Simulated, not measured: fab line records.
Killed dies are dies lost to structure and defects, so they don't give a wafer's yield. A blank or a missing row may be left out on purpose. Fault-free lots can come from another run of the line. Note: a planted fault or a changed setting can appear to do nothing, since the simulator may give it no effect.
Chamber matching :: flow n5Finfet :: N5_BEOL_M4_ALD_84 on aldMetal-02 has 4 sister chambers
The step deposits TaN, pulse time 2 s, purge time 3 s, co reactant purge time 2 s. 4 wafers are shown with their chamber, then 11 later ones without.

## WAFERS WITH THEIR CHAMBER
wafer: L081.4
chamber: 1
heaterPowerW (W): 445

wafer: L083.3
chamber: 0
heaterPowerW (W): 478

wafer: L083.5
chamber: 3
heaterPowerW (W): 416

wafer: L082.3
chamber: 2
heaterPowerW (W): 375

## WAFERS MISSING THEIR CHAMBER
wafer: L082.4
heaterPowerW (W): 372

wafer: L082.5
heaterPowerW (W): 469

wafer: L088.3
heaterPowerW (W): 412

wafer: L088.4
heaterPowerW (W): 413

wafer: L088.5
heaterPowerW (W): 465

wafer: L091.1
heaterPowerW (W): 422

wafer: L091.2
heaterPowerW (W): 471

wafer: L091.5
heaterPowerW (W): 416

wafer: L095.2
heaterPowerW (W): 465

wafer: L095.4
heaterPowerW (W): 414

wafer: L095.6
heaterPowerW (W): 466

## WHICH CHAMBER EACH ONE RAN IN
wafer: L082.4
from the rows above: 2
in truth: 2

wafer: L082.5
from the rows above: can't be placed: 0 or 1
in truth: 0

wafer: L088.3
from the rows above: 3
in truth: 3

wafer: L088.4
from the rows above: 3
in truth: 3

wafer: L088.5
from the rows above: can't be placed: 0 or 1
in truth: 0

wafer: L091.1
from the rows above: 3
in truth: 3

wafer: L091.2
from the rows above: 0
in truth: 0

wafer: L091.5
from the rows above: 3
in truth: 3

wafer: L095.2
from the rows above: can't be placed: 0 or 1
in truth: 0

wafer: L095.4
from the rows above: 3
in truth: 3

wafer: L095.6
from the rows above: can't be placed: 0 or 1
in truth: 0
Correct placement for 7 of the 11. Can't be placed from these rows: 4 (the true chamber is among the candidates in 4). 0 placed wrongly.
How it was worked out, from the rows above alone: a wafer's distance from a chamber is the root of the sum, over the readings, of the square of ((its reading less the chamber's mean) divided by the reading's scatter). The wafer belongs to the nearest chamber; if the next one is less than 2 further off, it can't be placed. For every chamber, the mean is computed from those of its wafers that are shown. The scatter: root of mean squared gap, hidden wafer to nearest shown wafer, with one shown wafer a chamber.
